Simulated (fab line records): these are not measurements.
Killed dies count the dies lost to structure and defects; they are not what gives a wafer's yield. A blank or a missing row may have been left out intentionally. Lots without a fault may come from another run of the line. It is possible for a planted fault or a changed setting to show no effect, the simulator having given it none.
Matching of chambers | flow n5 finfet | N5_BEOL_M0_SAQP_STRIP_108 on rie diel-05 has 4 sister chambers
The step strips in N2/H2. 8 wafers are shown with their chamber, then 7 later ones without.

## WAFERS WITH THEIR CHAMBER
wafer  | chamber | showerhead plenum p Torr (Torr) | throttle valve pct (%)
L722.2 | 0       | 3.18                            | 19.43
L724.2 | 3       | 3.59                            | 18.74
L724.4 | 1       | 3.21                            | 19.08
L736.3 | 3       | 3.58                            | 18.81
L736.4 | 1       | 3.20                            | 19.14
L736.5 | 2       | 3.45                            | 18.86
L731.3 | 2       | 3.45                            | 18.87
L731.5 | 0       | 3.16                            | 19.51

## WAFERS WHOSE CHAMBER IS MISSING
wafer  | showerhead plenum p Torr (Torr) | throttle valve pct (%)
L731.6 | 3.58                            | 18.82
L734.2 | 3.20                            | 19.15
L734.4 | 3.45                            | 18.88
L734.6 | 3.20                            | 19.15
L735.2 | 3.16                            | 19.51
L735.3 | 3.57                            | 18.83
L735.6 | 3.45                            | 18.87

## THE CHAMBER EACH PASSED THROUGH
wafer  | from the rows above | in truth
L731.6 | 3                   | 3
L734.2 | 1                   | 1
L734.4 | 2                   | 2
L734.6 | 1                   | 1
L735.2 | 0                   | 0
L735.3 | 3                   | 3
L735.6 | 2                   | 2
Placed correctly: 7 of 7. From these rows, 0 cannot be placed. Placed wrongly: 0.
How it was worked out, from the rows above alone: a wafer's distance from a chamber is the root of the sum, over the readings, of the square of ((its reading less the chamber's mean) divided by the reading's scatter). The wafer belongs to the nearest chamber; if the next one is less than 2 further off, it can't be placed. A chamber's mean is the mean of its shown wafers. The scatter: take each reading less its chamber's mean, square it, sum over the shown wafers, divide by the number of wafers less the number of chambers, and take the root.
